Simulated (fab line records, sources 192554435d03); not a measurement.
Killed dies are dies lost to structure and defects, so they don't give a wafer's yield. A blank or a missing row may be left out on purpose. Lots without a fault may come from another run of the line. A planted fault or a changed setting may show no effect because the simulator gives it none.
Chamber matching | flow n5_finfet | N5_BEOL_M2_CO_CAP_55 on cvd_co-01: 3 sister chambers
The step material Co, precursor CCTBA/H2, target thk 2 nm, time 102.1 s. 6 wafers are shown with their chamber, then 11 later ones without.

WAFERS WITH THEIR CHAMBER
wafer  | chamber | heater_power_w (W) | heater_power_outer_w (W)
L086.2 | 1       | 205                | 113
L084.1 | 1       | 208                | 113
L084.6 | 0       | 294                | 153
L087.1 | 0       | 289                | 145
L087.6 | 2       | 198                | 100
L089.3 | 2       | 203                | 103

WAFERS WITHOUT THEIR CHAMBER
wafer  | heater_power_w (W) | heater_power_outer_w (W)
L089.4 | 205                | 104
L089.5 | 201                | 111
L092.2 | 201                | 114
L092.5 | 288                | 148
L092.6 | 210                | 116
L095.2 | 197                | 103
L095.4 | 198                | 102
L095.5 | 207                | 113
L097.4 | 200                | 100
L097.5 | 304                | 151
L097.6 | 208                | 115

WHICH CHAMBER EACH WENT THROUGH
wafer  | from the rows above     | in truth
L089.4 | can't be placed: 2 or 1 | 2
L089.5 | can't be placed: 1 or 2 | 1
L092.2 | can't be placed: 1 or 2 | 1
L092.5 | 0                       | 0
L092.6 | 1                       | 1
L095.2 | 2                       | 2
L095.4 | 2                       | 2
L095.5 | 1                       | 1
L097.4 | 2                       | 2
L097.5 | 0                       | 0
L097.6 | 1                       | 1
Placed correctly: 8 of 11. Can't be placed from these rows: 3 (the true chamber is among the candidates in 3). Placed wrongly: 0.
How it was worked out, from the rows above alone: a wafer's distance from a chamber is the root of the sum, over the readings, of the square of ((its reading less the chamber's mean) divided by the reading's scatter). The wafer belongs to the nearest chamber; if the next one is less than 2 further off, it can't be placed. A chamber's mean is the mean of its shown wafers. The scatter: the root of (the sum of the squares of (reading less its chamber's mean) over the shown wafers, divided by (wafers less chambers)).
